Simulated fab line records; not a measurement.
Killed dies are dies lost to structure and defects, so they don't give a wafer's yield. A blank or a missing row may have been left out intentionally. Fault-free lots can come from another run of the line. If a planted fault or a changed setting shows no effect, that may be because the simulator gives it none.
Which of the tools did it? + flow nand harc + 12 lots with 36 wafers sampled at 7 steps, on a route of 1302 steps

== WHAT THE GAUGES SHOWED, per wafer ==
NHARC_P_STI_INSPECT_25.
| lot  | measured     | on                | raw defect count |
|------|--------------|-------------------|------------------|
| L230 | day 4 12:23  | defect inspect-01 | 219 155 181      |
| L232 | day 5 18:31  | defect inspect-01 | 172 203 217      |
| L233 | day 5 18:31  | defect inspect-02 | 177 148 230      |
| L234 | day 6 09:20  | defect inspect-02 | 165 354 242      |
| L236 | day 6 22:26  | defect inspect-02 | 200 157 407      |
| L240 | day 8 21:16  | defect inspect-01 | 194 226 127      |
| L241 | day 8 21:16  | defect inspect-02 | 390 214 338      |
| L242 | day 9 23:16  | defect inspect-02 | 153 295 224      |
| L248 | day 12 05:13 | defect inspect-02 | 157 170 205      |
| L249 | day 12 11:53 | defect inspect-01 | 287 289 197      |
| L250 | day 12 22:58 | defect inspect-01 | 490 465 287      |
| L252 | day 13 10:26 | defect inspect-01 | 222 146 157      |

NHARC_P_GATE_CD_MEAS_26 targets a cd of 120 nm.
| lot  | measured     | on        | cd nm (nm)        |
|------|--------------|-----------|-------------------|
| L230 | day 5 11:58  | cd sem-03 | 121.5 122.5 121.2 |
| L232 | day 6 18:15  | cd sem-03 | 120.7 120.2 120.7 |
| L233 | day 6 17:35  | cd sem-02 | 120.7 120.2 119.4 |
| L234 | day 7 08:13  | cd sem-03 | 119.8 120.7 121.0 |
| L236 | day 7 21:21  | cd sem-03 | 121.3 120.9 120.3 |
| L240 | day 9 20:19  | cd sem-03 | 94.7 120.8 120.9  |
| L241 | day 9 20:28  | cd sem-01 | 120.2 121.1 120.6 |
| L242 | day 10 23:37 | cd sem-01 | 93.4 120.1 119.7  |
| L248 | day 13 07:03 | cd sem-02 | 121.9 121.0 120.5 |
| L249 | day 13 10:54 | cd sem-02 | 120.0 120.7 121.1 |
| L250 | day 14 02:12 | cd sem-03 | 120.1 120.2 120.1 |
| L252 | day 14 11:04 | cd sem-01 | 119.9 120.3 120.0 |

NHARC_P_GATE_CD_MEAS_33.
| lot  | measured     | on        | cd nm (nm)  |
|------|--------------|-----------|-------------|
| L230 | day 5 12:59  | cd sem-02 | 124 124 122 |
| L232 | day 6 19:14  | cd sem-03 | 118 122 121 |
| L233 | day 6 18:34  | cd sem-03 | 121 116 115 |
| L234 | day 7 09:12  | cd sem-02 | 122 121 118 |
| L236 | day 7 22:20  | cd sem-01 | 118 117 124 |
| L240 | day 9 21:18  | cd sem-02 | 92 120 118  |
| L241 | day 9 21:33  | cd sem-03 | 118 127 122 |
| L242 | day 11 00:35 | cd sem-01 | 100 122 117 |
| L248 | day 13 08:02 | cd sem-02 | 121 126 126 |
| L249 | day 13 11:53 | cd sem-03 | 121 119 127 |
| L250 | day 14 03:11 | cd sem-02 | 123 120 121 |
| L252 | day 14 12:02 | cd sem-01 | 125 120 125 |

NHARC_END_SORT_01.
| lot  | measured     | on        | killed at array | killed at other | killed at periphery | killed dies | killed open | killed short |
|------|--------------|-----------|-----------------|-----------------|---------------------|-------------|-------------|--------------|
| L240 | day 29 14:01 | prober-01 | 26 29 42        | 2 1 1           | 580 5 1             | 608 35 44   | 0 6 5       | 2 2 4        |
| L242 | day 30 07:48 | prober-02 | 28 30 47        | 0 0 0           | 237 6 6             | 265 36 53   | 1 4 5       | 2 1 2        |

== EACH LOT AND THE TOOL THAT RAN IT (in order: tool; ch and the chambers of the sampled wafers; start) ==
| lot  | NHARC_P_GATE_EXPOSE_23             | NHARC_P_GATE_ETCH_104              | NHARC_P_GATE_ALD_36               |
|------|------------------------------------|------------------------------------|-----------------------------------|
| L230 | arfi scanner-01 ch 0, day 5 11:50  | rie diel-05 ch 0,1,3, day 5 12:15  | ald sin-01 ch 0,3, day 5 13:27    |
| L232 | arfi scanner-01 ch 0, day 6 18:07  | rie diel-09 ch 1,2,3, day 6 18:31  | ald sin-01 ch 0,2,3, day 6 19:41  |
| L233 | arfi scanner-03 ch 0, day 6 17:26  | rie diel-09 ch 1,2,3, day 6 17:51  | ald sin-02 ch 0,1,2, day 6 21:08  |
| L234 | arfi scanner-02 ch 0, day 7 08:05  | rie diel-09 ch 0,2,3, day 7 08:30  | ald sin-04 ch 0,1, day 7 10:43    |
| L236 | arfi scanner-01 ch 0, day 7 21:13  | rie diel-09 ch 0,1,2, day 7 21:37  | ald sin-02 ch 1,2, day 7 22:47    |
| L240 | arfi scanner-03 ch 0, day 9 20:11  | rie diel-05 ch 0,2,3, day 9 20:35  | ald sin-02 ch 0,1,2, day 9 22:50  |
| L241 | arfi scanner-02 ch 0, day 9 20:20  | rie diel-09 ch 1,2, day 9 20:44    | ald sin-04 ch 1,2,3, day 9 23:04  |
| L242 | arfi scanner-03 ch 0, day 10 23:28 | rie diel-13 ch 1,2,3, day 10 23:53 | ald sin-01 ch 0,2,3, day 11 01:03 |
| L248 | arfi scanner-02 ch 0, day 13 06:55 | rie diel-09 ch 1,2,3, day 13 07:20 | ald sin-01 ch 0,3, day 13 08:29   |
| L249 | arfi scanner-01 ch 0, day 13 10:46 | rie diel-13 ch 1,3, day 13 11:11   | ald sin-04 ch 1,2,3, day 13 14:28 |
| L250 | arfi scanner-01 ch 0, day 14 02:04 | rie diel-13 ch 1,2, day 14 02:28   | ald sin-01 ch 0,2,3, day 14 03:38 |
| L252 | arfi scanner-03 ch 0, day 14 10:55 | rie diel-05 ch 0,1, day 14 11:20   | ald sin-02 ch 1,2,3, day 14 13:34 |
- NHARC_P_GATE_EXPOSE_23: exposes mask P GATE, target cd 120 nm.
- NHARC_P_GATE_ETCH_104: etches the open film in CF4/CHF3, target depth 60 nm.
- NHARC_P_GATE_ALD_36: deposits SiNx, target thk 20 nm, pulse time 60 s, ald cycles 223.

== AS READ BY THE TOOLS THEMSELVES (means over the sampled wafers that have a number; for cases with no such wafer, the mark the record gives instead) ==
NHARC_P_GATE_ETCH_104.
| lot  | tool        | cf4 flow sccm (sccm) | drypump motor current A (A) | oes product au (a.u.) | rf vpp V (V) | showerhead plenum p Torr (Torr) | throttle valve pct (%) |
|------|-------------|----------------------|-----------------------------|-----------------------|--------------|---------------------------------|------------------------|
| L230 | rie diel-05 | 100.0                | 6.0                         | 0.937                 | 370.3        | 1.56                            | 16.808                 |
| L232 | rie diel-09 | 99.8                 | 6.1                         | 0.939                 | 369.8        | 1.53                            | 16.796                 |
| L233 | rie diel-09 | 99.9                 | 6.1                         | 0.980                 | 369.3        | 1.53                            | 16.792                 |
| L234 | rie diel-09 | 99.8                 | 6.0                         | 0.965                 | 367.4        | 1.49                            | 16.798                 |
| L236 | rie diel-09 | 100.2                | 6.0                         | 0.960                 | 369.3        | 1.54                            | 16.792                 |
| L240 | rie diel-05 | 100.1                | 6.3                         | 0.926                 | 369.7        | 1.55                            | 16.788                 |
| L241 | rie diel-09 | 100.0                | 6.1                         | 0.979                 | 371.1        | 1.58                            | 16.806                 |
| L242 | rie diel-13 | 100.2                | 5.8                         | 0.966                 | 371.3        | 1.59                            | 16.811                 |
| L248 | rie diel-09 | 100.1                | 6.1                         | 0.932                 | 369.1        | 1.53                            | 16.806                 |
| L249 | rie diel-13 | 100.1                | 5.5                         | 0.952                 | 370.1        | 1.58                            | 16.809                 |
| L250 | rie diel-13 | 100.1                | 5.7                         | 0.927                 | 372.5        | 1.62                            | 16.799                 |
| L252 | rie diel-05 | 100.0                | 6.1                         | 0.945                 | 369.6        | 1.56                            | 16.801                 |

NHARC_P_GATE_ALD_36.
| lot  | tool       | heater power w (W) | precursor pulse height rel |
|------|------------|--------------------|----------------------------|
| L230 | ald sin-01 | 908                | 1.002                      |
| L232 | ald sin-01 | 877                | 0.971                      |
| L233 | ald sin-02 | 910                | 0.992                      |
| L234 | ald sin-04 | 722                | 0.998                      |
| L236 | ald sin-02 | 919                | 1.018                      |
| L240 | ald sin-02 | 896                | 0.991                      |
| L241 | ald sin-04 | 814                | 1.007                      |
| L242 | ald sin-01 | 869                | 1.005                      |
| L248 | ald sin-01 | 893                | 0.991                      |
| L249 | ald sin-04 | 812                | 1.000                      |
| L250 | ald sin-01 | 892                | 0.989                      |
| L252 | ald sin-02 | 850                | 1.010                      |

== THE ANSWER, worked out from the rows above alone ==
Rule: the lots themselves supply what counts as usual. Put in order of their means at a reading, lots are off if they are a third of the lots or fewer, leave a main group of 4 or more, and stand apart from it by a gap of 3 or more times the standard deviation of the main group's means; of several such gaps the widest counts. The tables above print the reading to a certain number of digits; a main group whose means all agree to those digits is not used. Also off: a lot with no number at a reading for which 4 or more lots have one. The other lots that the step has rows for count as sound. First the gauges in route order, then the tools' own readings, where a lot's mean is used as printed above. At the first step where some lot is off, the reading lying furthest off is the one used; lots without a number count as furthest.
Off at NHARC_P_GATE_CD_MEAS_26 (cd nm): L240, L242. For the main group the mean is 120.6 nm and the standard deviation 0.49.
A tool fits if, at a process step before that reading, it ran every lot that is off, and no sound lot after the first of them. Those tools and the gauges at NHARC_P_GATE_CD_MEAS_26 are tried in the same way. Not one of the candidates tried fits.

== WHAT THE SIMULATOR HAD INSERTED ==
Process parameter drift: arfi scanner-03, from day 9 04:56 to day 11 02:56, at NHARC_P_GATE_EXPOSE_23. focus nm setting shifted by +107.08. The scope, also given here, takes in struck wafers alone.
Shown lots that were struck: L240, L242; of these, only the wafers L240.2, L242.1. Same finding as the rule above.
